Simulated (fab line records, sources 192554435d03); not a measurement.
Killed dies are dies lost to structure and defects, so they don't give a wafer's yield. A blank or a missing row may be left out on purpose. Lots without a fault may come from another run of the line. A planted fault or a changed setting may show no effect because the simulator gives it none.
fab line records | flow n5_finfet
record lots=3 wafers=8 last_day=18
route steps=1938 shown BEOL_M10@1500 BEOL_M11@1536 BEOL_M15@1830 PASSIVATION@1936
lots that met no fault: from a run of the same line without faults
start_h: hours from the record's first day to the start of the lot's first wafer shown | wait_h: hours since the lot's step before | " the same as in the row above | L1.1+2: a row that stands for several wafers | - no value, or no start given | * or withheld: withheld | < > ~ a bound
route shown NAME@n: a module of which the file shows steps, and the number in the route of the first | usual: mean/standard deviation of fault-free wafers | same: alike in all rows | chamber/n: place in a boat | sites: the reading at each site | _std_site: their standard deviation | _edge_site: outer sites' mean less inner sites' | radius_mm: how far each site lies from the wafer's centre | mask NAME#n: copy n | behind: the tool/chamber that last shaped the wafer | hold: why the lot was held/for how many hours/how that ended | device: the transistor (n, p or np) that didn't switch | end of line: the same wafers' tests at the end of the route | a step without rows: its recipe alone | killed: dies lost to structure and defects at the first sort, not the wafer's yield | map: a wafer's dies, x killed, . not, _ none there
set.NAME: the setting as run; set.NAME@STEP: as run at that earlier step | model.NAME: the simulator's own value behind a step, which no gauge read
lots at some steps of the route; a table a step, a row a wafer
services: from which hour (start_h, from the record's first day; less than 0 if before it) a tool's chamber was out of use, for how many hours, and why
## steps
# step N5_BEOL_M10_PEB_26
# recipe peb_temp_c=withheld peb_time_s=60 resist=CAR-ArF
# step N5_BEOL_M10_DEVELOP_27
# recipe develop_time_s=30 developer=TMAH resist=CAR-ArF rinse_liquid=diw dry=air_spin dev_temp_c=23
# step N5_BEOL_M10_DESCUM_33
# recipe chemistry=O2 time_s=7.9 source_power_w=50 bias_power_w=20 pressure_mtorr=20 rf_frequency_hz=2.712e+07 temp_c=40 resist=CAR-ArF o2_flow_sccm=225
# step N5_BEOL_M10_ETCH_65
# recipe chemistry=CF4 target=SiARC target_depth_a=390 mask_material=CAR-ArF time_s=65 ion_energy_ev=80 pressure_mtorr=40 source_w=545 bias_w=36 Ar_flow_sccm=100 cf4_flow_sccm=100 ends=cleared
# step N5_BEOL_M10_ETCH_66
# recipe chemistry=N2/H2 target=SOC target_depth_a=1200 overetch_a=240 mask_material=SiARC temp_c=40 time_s=180 ion_energy_ev=200 pressure_mtorr=30 source_w=840 bias_w=150 n2_flow_sccm=200 h2_flow_sccm=200
# step N5_BEOL_M10_STRIP_69
# recipe chemistry=N2/H2 temp_c=40 n2_flow_sccm=200 h2_flow_sccm=200 rf_frequency_hz=6e+07
# step N5_BEOL_M10_VIA_ETCH_34
# recipe chemistry=C4F6/O2 target=SiCOH_lowk target_depth_a=1845 mask_material=SOC taper_deg=4 time_s=69.2 ion_energy_ev=250 pressure_mtorr=30 source_w=345 bias_w=185 Ar_flow_sccm=300 C4F6_flow_sccm=10 O2_flow_sccm=10
# step N5_BEOL_M10_STRIP_73
# recipe chemistry=C4F6/O2 resist=SiARC rf_frequency_hz=6e+07
# step N5_BEOL_M10_STRIP_36
# recipe chemistry=N2/H2 power_w=450 temp_c=40 pressure_mtorr=20 rf_frequency_hz=6e+07 overash_fraction=0.3 bias_power_w=7 h2_frac=0.5 n2_flow_sccm=200 h2_flow_sccm=200
# step N5_BEOL_M10_TRENCH_ETCH_37
# recipe chemistry=C4F6/O2 target_depth_a=1488.3 target=SiCOH_lowk time_s=48 ion_energy_ev=250 pressure_mtorr=30 source_w=345 bias_w=185 Ar_flow_sccm=300 C4F6_flow_sccm=10 O2_flow_sccm=10
# usual drypump_motor_current_A=5.6/0.49 oes_product_au=0.80/0.097 rf_fwd_power_W=341.5/1.6 rf_vpp_V=663/6.1 showerhead_plenum_p_Torr=2.83/0.099 throttle_valve_pct=21.00/0.23
# same time_s=48
# columns lot.wafer tool chamber start_h wait_h drypump_motor_current_A oes_product_au rf_fwd_power_W rf_hours_counter_h rf_vpp_V showerhead_plenum_p_Torr throttle_valve_pct model.etch.depth_nm model.BEOL_M10.feature_depth_nm model.TiN_of_BEOL_M10_HM_DEP_02.thk_nm
L849.1 rie_diel-05 3 254.49 - 5.6 0.71 341.4 210 669 2.72 21.37 147.2 147.2 16.2
L849.3 " 0 " " 4.9 0.69 341.7 241 673 2.91 21.34 147.8 147.8 16.2
L849.4 " 3 " " 5.6 0.70 340.7 - 669 2.72 21.36 146.3 146.4 16.4
L861.4 rie_diel-05 3 347.15 - 5.6 0.88 341.1 - 666 2.70 21.48 212.2 212.2 14.2
L861.6 " 0 " " 4.9 0.94 343.4 - 664 2.90 20.97 147.6 147.6 15.8
L868.1 rie_diel-01 3 382.25 - 5.2 0.83 343.5 54 664 2.89 20.62 150.8 150.8 16
L868.2 " 1 " " 5.9 0.96 341.4 6 671 3.03 20.59 149.7 149.6 16
L868.4 " 0 " " 5.5 0.73 341.1 171 669 2.72 21.22 150.8 150.8 16
# step N5_BEOL_M10_ETCH_41
# recipe chemistry=CH3F/O2 target=SiCN target_depth_a=426 taper_deg=2 time_s=86 ion_energy_ev=120 mask_material=TiN pressure_mtorr=30 source_w=395 bias_w=75 Ar_flow_sccm=150 CH3F_flow_sccm=30 O2_flow_sccm=20
# step N5_BEOL_M10_STRIP_77
# recipe chemistry=N2/H2 time_s=10 power_w=450 temp_c=40 pressure_mtorr=20 rf_frequency_hz=6e+07 bias_power_w=7 n2_flow_sccm=200 h2_flow_sccm=200
# step N5_BEOL_M10_OCD_MEAS_38
# usual trench_depth_nm=147.8/2
# columns lot.wafer tool chamber start_h wait_h trench_depth_nm
L849.1 ocd-02 - 254.68 - 146.7
L849.3 " - " " 147.6
L849.4 " - " " 146.2
L861.4 ocd-01 - 347.32 - 212.1
L861.6 " - " " 147.6
L868.1 ocd-02 - 382.43 - 151.2
L868.2 " - " " 149.6
L868.4 " - " " 151.1
# step N5_BEOL_M10_HM_STRIP_39
# recipe chemistry=peroxide_tin_strip material=TiN target_depth_a=250 temp_c=50 time_s=158
# step N5_BEOL_M10_SRD_40
# recipe time_s=30 temp_c=23 rinse_liquid=diw dry=ipa_marangoni
# step N5_BEOL_M10_PRECLEAN_42
# recipe chemistry=residue_remover time_s=60 temp_c=40
# step N5_BEOL_M10_SRD_43
# recipe time_s=30 temp_c=23 rinse_liquid=diw dry=ipa_marangoni
# step N5_BEOL_M10_CURE_72
# recipe temp_c=370 time_s=120 ambient=DMADMS/He material=SiCOH_lowk
# step N5_BEOL_M10_DEGAS_44
# recipe ambient=vacuum temp_c=250 time_s=60
# step N5_BEOL_M10_PRE_CLEAN_45
# recipe gas=H2/He time_s=30 temp_c=250
# step N5_BEOL_M10_ALD_74
# recipe material=TaN target_thk_a=20 temp_c=275 ald_precursor_family=PDMAT ald_co_reactant=NH3 pressure_torr=3 carrier_flow_sccm=1500 pulse_time_s=2 purge_time_s=3 co_reactant_purge_time_s=2 co_reactant_pulse_time_s=3 ald_cycles=40 precursor_vessel_temp_c=75 precursor_vessel_pressure_torr=26.25 precursor_vessel_carrier_sccm=1000
# step N5_BEOL_M10_SURFACE_TREAT_76
# recipe gas=Ar time_s=* ion_energy_ev=* ion_current_ma_cm2=0.5 pressure_mtorr=* ar_flow_sccm=30
# step N5_BEOL_M10_CVD_75
# recipe material=Co target_thk_a=20 temp_c=withheld precursor=CCTBA/H2 pressure_torr=30 time_s=138.9
# step N5_BEOL_M10_SPUTTER_48
# recipe material=Cu target_thk_a=120 temp_c=-20 bias_v=60 power_w=26000 chamber_pressure_pa=0.13 time_s=2
# step N5_BEOL_M10_ECD_50
# recipe material=Cu target_thk_a=3180
# step N5_BEOL_M10_ANNEAL_51
# recipe temp_c=225 time_s=90 ambient=N2
# step N5_BEOL_M10_CMP_52
# recipe stop_on=SiCOH_lowk t_overpolish_s=7 down_force_psi=1 platen_rpm=50 clearing_platen_down_force_psi=1.5 clearing_platen_rpm=50 post_cmp_clean=cu_alkaline target_thk_nm=140 clearing_platen_pad_velocity_m_s=0.99484 pad_velocity_m_s=0.99484
# usual motor_current_A=6.4/0.69
# columns lot.wafer tool chamber start_h wait_h motor_current_A model.Cu_of_BEOL_M10_ECD_50.thk_nm
L849.3 cmp-04 1 258.36 0.2 5.3 137.8
L849.1 " 2 " " 6.4 138.2
L849.4 " 3 " " 7.5 136
L861.4 cmp-01 1 350.37 0.1 7.1 204.2
L861.6 " 2 " " 5.5 139.6
L868.4 cmp-04 0 385.10 0.1 6.7 142.8
L868.2 " 1 " " 5.6 140.8
L868.1 " 3 " " 7.5 142.8
# step N5_BEOL_M10_THK_MEAS_53
# recipe thk_meas_gauge=xrf reads=Cu_of_BEOL_M10_ECD_50
# usual M10_THK=138.7/2.4
# columns lot.wafer tool chamber start_h wait_h M10_THK[nm]
L849.1 film_metro-02 - 258.62 - 137.2
L849.3 " - " " 136.7
L849.4 " - " " 135.1
L861.4 film_metro-02 - 350.66 - 204.5
L861.6 " - " " 139.6
L868.1 film_metro-02 - 385.39 - 143.3
L868.2 " - " " 141.6
L868.4 " - " " 144.4
# step N5_BEOL_M10_PRE_CLEAN_55
# recipe gas=NH3 time_s=15 temp_c=withheld rf_power_w=300
# step N5_BEOL_M10_DEP_56
# recipe material=SiCN target_thk_a=150 temp_c=withheld precursor=3MS/NH3 pressure_torr=3 rf_w=202 time_s=26.5
# step N5_BEOL_M10_RS_MEAS_57
# recipe thk_meas_gauge=four-point-probe reads=Cu_of_BEOL_M10_ECD_50+Co_of_BEOL_M10_CVD_75+TaN_of_BEOL_M10_ALD_74
# usual M10_RS=0.1521/0.0027
# columns lot.wafer tool chamber start_h wait_h M10_RS[ohm/sq]
L849.1 film_metro-02 - 258.75 0.1 0.1531
L849.3 " - " " 0.1533
L849.4 " - " " 0.1559
L861.4 film_metro-02 - 350.80 0.0 0.1004
L861.6 " - " " 0.1518
L868.1 film_metro-02 - 385.52 0.1 0.1476
L868.2 " - " " 0.1503
L868.4 " - " " 0.1476
# step N5_BEOL_M11_ILD_DEP_00
# recipe material=SiCOH_lowk target_thk_a=3085.1 temp_c=300 precursor=DEMS/porogen pressure_torr=5 rf_w=500 time_s=58
# step N5_BEOL_M11_CURE_71
# recipe temp_c=385 time_s=240 ambient=He/Ar material=SiCOH_lowk
# step N5_BEOL_M11_PECVD_70
# recipe material=SiO2 target_thk_a=200 temp_c=400 precursor=TEOS/O2 pressure_torr=5.5 rf_w=450 teos_flow_sccm=53.8 gas=O2 flow_sccm=3000 time_s=22.7
# step N5_BEOL_M11_HM_DEP_02
# recipe material=TiN target_thk_a=200 temp_c=25 chamber_pressure_pa=0.49996
# step N5_BEOL_M11_COAT_59
# recipe resist=SOC temp_c=250 time_s=60 spin_rpm=1500 resist_thk_nm=100
# step N5_BEOL_M15_RC_MEAS_101
# usual COMB_M11=1.6e-11/3.1e-12 COMB_M12=7.4e-12/1.2e-12 COMB_M12_max_site=1.01e-11/1.9e-12 COMB_M13=6.1e-12/1e-12 COMB_M14=4.7e-12/7.9e-13 COMB_M15=3.6e-12/6.1e-13 COMB_M5=3.8e-11/7.1e-12 COMB_M6=2.7e-11/5.5e-12 COMB_M7=2.7e-11/4.9e-12 COMB_M8=2.5e-11/5.5e-12 COMB_M9=1.56e-11/2.9e-12 COMB_M9_max_site=2.2e-11/4.7e-12 SERP_M10=3.11/0.064 SERP_M10_max_site=3.20/0.072 SERP_M11=3.04/0.067 SERP_M12=0.634/0.016 SERP_M13=0.307/0.0062 SERP_M14=0.161/0.003 SERP_M5=38.3/1.3 SERP_M6=13.8/0.46 SERP_M7=13.8/0.36 SERP_M8=14.0/0.49 SERP_M9=3.05/0.066
# columns lot.wafer tool chamber start_h wait_h COMB_M11[S/m] COMB_M12[S/m] COMB_M12_max_site[S/m] COMB_M13[S/m] COMB_M14[S/m] COMB_M15[S/m] COMB_M5[S/m] COMB_M6[S/m] COMB_M7[S/m] COMB_M8[S/m] COMB_M9[S/m] COMB_M9_max_site[S/m] SERP_M10[ohm/um] SERP_M10_max_site[ohm/um] SERP_M11[ohm/um] SERP_M12[ohm/um] SERP_M13[ohm/um] SERP_M14[ohm/um] SERP_M5[ohm/um] SERP_M6[ohm/um] SERP_M7[ohm/um] SERP_M8[ohm/um] SERP_M9[ohm/um]
L849.1 prober-02 0 299.76 0.2 1.4e-11 7.5e-12 1.27e-11 6.6e-12 4.5e-12 4.1e-12 3.7e-11 2.7e-11 2.7e-11 2.1e-11 1.34e-11 2e-11 3.16 3.26 3.03 0.629 0.312 0.161 36.0 14.7 13.5 13.9 3.09
L849.3 " 0 " " 1.1e-11 7.4e-12 1.04e-11 6.8e-12 6.5e-12 4.7e-12 4.9e-11 1.9e-11 3.1e-11 1.9e-11 1.72e-11 3e-11 3.17 3.25 2.98 0.649 0.300 0.156 38.5 13.1 14.4 13.4 3.06
L849.4 " 0 " " 1.5e-11 7.8e-12 9.2e-12 6.2e-12 4.7e-12 4.4e-12 3.5e-11 3.3e-11 2.4e-11 3.4e-11 1.88e-11 2.6e-11 3.19 3.30 3.04 0.641 0.298 0.157 40.3 13.8 14.2 14.7 2.99
L861.4 prober-02 0 389.60 0.5 1.1e-11 8.9e-12 1.22e-11 5.4e-12 4.7e-12 3.8e-12 4.4e-11 2.2e-11 3.3e-11 1.9e-11 1.91e-11 2.5e-11 2.01 2.04 3.03 0.625 0.308 0.157 37.3 13.8 14.1 14.0 3.14
L861.6 " 0 " " 1.6e-11 7.6e-12 1.35e-11 4.7e-12 4.5e-12 4e-12 3.7e-11 4.3e-11 2.2e-11 2.4e-11 2.25e-11 2.9e-11 3.05 3.23 3.18 0.645 0.300 0.157 36.6 13.4 13.5 14.8 2.94
L868.1 prober-01 0 412.53 0.0 1.7e-11 6.4e-12 1.12e-11 6.4e-12 3.8e-12 2.7e-12 3.7e-11 3e-11 2.9e-11 2.1e-11 1.76e-11 2e-11 2.99 3.03 2.99 0.633 0.316 0.163 39.0 13.1 13.9 14.0 3.01
L868.2 " 0 " " 1.1e-11 6.4e-12 8.8e-12 4.4e-12 4.1e-12 2.6e-12 4e-11 2.7e-11 2.3e-11 1.9e-11 1.92e-11 3e-11 3.08 3.26 2.97 0.629 0.305 0.159 38.2 13.7 14.4 14.9 3.08
L868.4 " 0 " " 1.6e-11 7.6e-12 9.2e-12 6.1e-12 3.8e-12 2.3e-12 3.6e-11 2.9e-11 3.1e-11 3.1e-11 1.38e-11 1.9e-11 2.97 3.08 2.94 0.631 0.313 0.162 37.6 13.5 14.1 13.9 3.04
# sites SERP_M10 radius_mm=0,75,75,75,75,140,140,140,140
L849.1 3.24 3.20 3.26 3.21 3.16 2.92 3.05 3.09 3.03
L861.4 2.04 2.01 2.01 2.01 2.04 1.93 2.01 1.96 1.98
L868.1 2.98 3.02 2.96 3.03 2.99 2.98 2.99 3.01 2.94
# step N5_PASSIVATION_PROBE_49
# usual defect_limited_yield=91.2/1.4 killed_at_M0_to_M3=34/9.7 killed_at_M4_up=14/5.2 killed_at_contacts=13/6.7 killed_at_front_end=39/11 killed_at_other=3.6/2.6 killed_dies=104/17 killed_open=69/12 killed_short=34/8.2 sort_bin_5_function=5.3/0.89 sort_bin_6_memory=3.2/0.69 sort_n_pass=1076/17 sort_yield_pct=91.2/1.4
# same gross_dies=1180 killed_at_back_side=0 sort_bin_4_leakage[%]=0 sort_bin_8_speed[%]=0
# columns lot.wafer tool chamber start_h wait_h defect_limited_yield[%] killed_at_M0_to_M3 killed_at_M4_up killed_at_contacts killed_at_front_end killed_at_other killed_dies killed_open killed_short sort_bin_5_function[%] sort_bin_6_memory[%] sort_n_pass sort_yield_pct[%]
L861.4 prober-02 - 402.28 0.2 92.6 23 11 14 34 5 87 66 19 4.2 3.0 1093 92.6
L861.6 prober-02 - 402.38 0.3 88.7 41 14 15 60 3 133 87 42 6.5 4.2 1047 88.7
# killed by level:class
L861.4 MOL_CONTACT_COAG:geometric_particle:open=11 BEOL_M1:geometric_particle:open=8 BEOL_M3:geometric_particle:open=7 FIN_SAQP:geometric_particle:open=6 DUMMY_GATE:geometric_particle:open=6 GATE_CUT:geometric_particle:short=6 BEOL_M5:geometric_particle:open=5 SPACER0:geometric_particle:open=3
L861.6 FIN_SAQP:geometric_particle:open=18 FIN_SAQP:geometric_particle:short=14 MOL_CONTACT_COAG:geometric_particle:open=11 BEOL_M2:geometric_particle:open=9 BEOL_M1:geometric_particle:open=8 STI_FIN_REVEAL:geometric_particle:open=6 DUMMY_GATE:geometric_particle:open=6 BEOL_M0:geometric_particle:open=6
## services
# columns tool chamber start_h hours kind
cmp-04 - 235.82 1.6 repair
cmp-04 - 242.09 4.0 pm
cmp-04 - 246.09 - consumable_replace:conditioner
cmp-04 - 246.09 - consumable_replace:pad
rie_diel-05 2 246.28 10.0 repair
cmp-01 - 252.97 0.3 repair
cmp-01 - 268.39 4.0 pm
rie_diel-05 2 270.02 3.1 repair
cmp-04 - 272.07 3.8 pm
cmp-01 - 276.20 0.5 repair
rie_diel-05 0 277.14 - clean
rie_diel-05 0 277.14 - consumable_replace:esc
rie_diel-05 0 277.14 - consumable_replace:focus_ring
rie_diel-05 0 277.14 20.1 scheduled_down
rie_diel-05 0 277.14 20.1 vent_cycle
cmp-01 - 319.66 0.3 repair
rie_diel-05 2 328.23 - clean
rie_diel-05 2 328.23 - consumable_replace:focus_ring
rie_diel-05 2 328.23 30.7 scheduled_down
rie_diel-05 2 328.23 30.7 vent_cycle
cmp-01 - 341.28 0.9 repair
cmp-04 - 343.66 0.2 repair
rie_diel-05 3 362.79 - clean
cmp-01 - 372.26 5.4 pm
## key
first_sign step=N5_BEOL_M10_OCD_MEAS_38 reading=trench_depth_nm direction=up sigmas=32 usual=147.8 struck=212.1
effect step=N5_BEOL_M10_THK_MEAS_53 reading=M10_THK direction=up sigmas=27 usual=138.7 struck=204.5
effect step=N5_BEOL_M10_RS_MEAS_57 reading=M10_RS direction=down sigmas=19 usual=0.1521 struck=0.1004
effect step=N5_BEOL_M15_RC_MEAS_101 reading=SERP_M10 direction=down sigmas=17 usual=3.11 struck=2.01
model_effect step=N5_BEOL_M10_TRENCH_ETCH_37 value=etch.depth_nm without=145.2 struck=212.2
model_effect step=N5_BEOL_M10_CMP_52 value=Cu_of_BEOL_M10_ECD_50.thk_nm without=137.2 struck=204.2
met_at N5_BEOL_M10_TRENCH_ETCH_37
struck_wafers L861.4
onset_between 254.49 347.15
fault kind=process_parameter_drift tool=rie_diel-05 chamber=- onset_h=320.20 steps=N5_BEOL_M10_TRENCH_ETCH_37 channel=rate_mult offset=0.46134 shape=step end_h=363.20 scope=struck_wafers_only
